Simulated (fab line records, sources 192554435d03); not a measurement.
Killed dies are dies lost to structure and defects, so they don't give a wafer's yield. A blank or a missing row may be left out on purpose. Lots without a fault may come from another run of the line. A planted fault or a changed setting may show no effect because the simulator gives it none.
Problem report in the 8D (eight disciplines) form, filled by code | flow n5_finfet | the parts of the form that need people (team, actions taken, sign-off) are left out

1. THE PROBLEM
strip_time_to_endpoint_s at N5_BEOL_M12_STRIP_63 reads a mean of 33.6 s on 4 wafers of 2 lots; wafers without a fault read 43.0 s with a standard deviation of 1.1. That is -8.5 standard deviations from the usual mean.
The step: strips in N2/H2.
First seen on wafer L851.4, day 13 18:58, on plasma_asher-01. The record holds 26 wafers of 9 lots with a number at this step. Rule for "out", or "out of limits": more than 4 standard deviations from the usual mean. The other wafers with a number count as sound.

2. WHAT IT IS AND WHAT IT IS NOT
question                    | is                               | is not
which readings at this step | strip_time_to_endpoint_s         | drypump_motor_current_A, h2_flow_sccm, heater_power_w
which lots                  | L851, L859                       | L840, L844, L846, L850, L860, L861, L862
which wafers of those lots  | L851.4, L851.6, L859.4, L859.6   | L851.5
read on which tools         | plasma_asher-01, plasma_asher-02 | -
when                        | from day 13 18:58                | up to then (13 sound wafers); but 9 sound wafers of L860, L861, L862 came after

3. SUSPECTS, AND WHAT RULES EACH OUT
Counting: a tool at a process step up to the reading stays a suspect if it ran every lot that is out. Sound lots after the first of them don't rule it out here, since some wafers of a struck lot are sound.
- rie_diel-06 at N5_BEOL_M11_TRENCH_ETCH_37 (etches SiCOH lowk in C4F6/O2, target depth 148.83 nm, time 48 s): kept. It ran every lot that is out, first L851 (day 13 16:45); its last sound lot up to then is L850 (day 12 22:54). N5_BEOL_M11_TRENCH_ETCH_37 gives no start for some lots, so the hours and the order of its lots are those of N5_BEOL_M11_SPUTTER_48.
- pvd_sputter-03 at N5_BEOL_M11_SPUTTER_48 (material Cu, target thk 12 nm, time 2 s): kept. It ran every lot that is out, first L851 (day 13 16:45); its last sound lot up to then is L840 (day 10 00:31).
- rie_diel-05 at N5_BEOL_M12_ETCH_59 (etches BARC in N2/H2, target depth 89 nm, overetch 26.7 nm, time 67.9 s): kept. It ran every lot that is out, first L851 (day 13 18:41); its last sound lot up to then is L850 (day 13 02:26).
- Within rie_diel-05 at N5_BEOL_M12_ETCH_59: the wafers that are out ran in chamber 0; their sound lot-mates ran in chamber 3.
Left after counting: rie_diel-06 at N5_BEOL_M11_TRENCH_ETCH_37, pvd_sputter-03 at N5_BEOL_M11_SPUTTER_48, rie_diel-05 at N5_BEOL_M12_ETCH_59.

4. THE CAUSE (what the simulator had put in)
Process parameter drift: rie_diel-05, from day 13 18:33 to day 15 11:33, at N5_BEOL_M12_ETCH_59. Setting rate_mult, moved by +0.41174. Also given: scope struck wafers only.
Counting left 3 suspects, and this tool is among them.

5. THE CHAIN OF EFFECTS, in route order
Each row: a reading whose mean over the struck wafers that have a number lies more than 3 standard deviations from the usual. Only readings for which the record gives a usual standard deviation are gone through. hours: the time from each lot's start at the first step in this table that gives one to its start at this step, as a median over the lots. sigmas: the change in usual standard deviations.
hours | step                 | reading                  | usual  | on struck wafers | change | sigmas
0     | N5_BEOL_M12_STRIP_63 | strip_time_to_endpoint_s | 43.0 s | 33.6             | -9.4   | -8.5
The process steps in it:
- N5_BEOL_M12_STRIP_63: strips in N2/H2.

6. WHAT WOULD HAVE CAUGHT IT SOONER
In this record the first reading out of limits was taken at day 13 18:58, 0 hours after the fault began at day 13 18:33.
Of the tool readings at N5_BEOL_M12_ETCH_59 for which the record gives a usual standard deviation, none was out on any struck wafer, so an alarm limit of 4 standard deviations on them would not have fired.
Of the lots that are out (2), L859 began N5_BEOL_M12_ETCH_59 on rie_diel-05 after day 13 18:58. A hold on the tool at that time would have spared it.
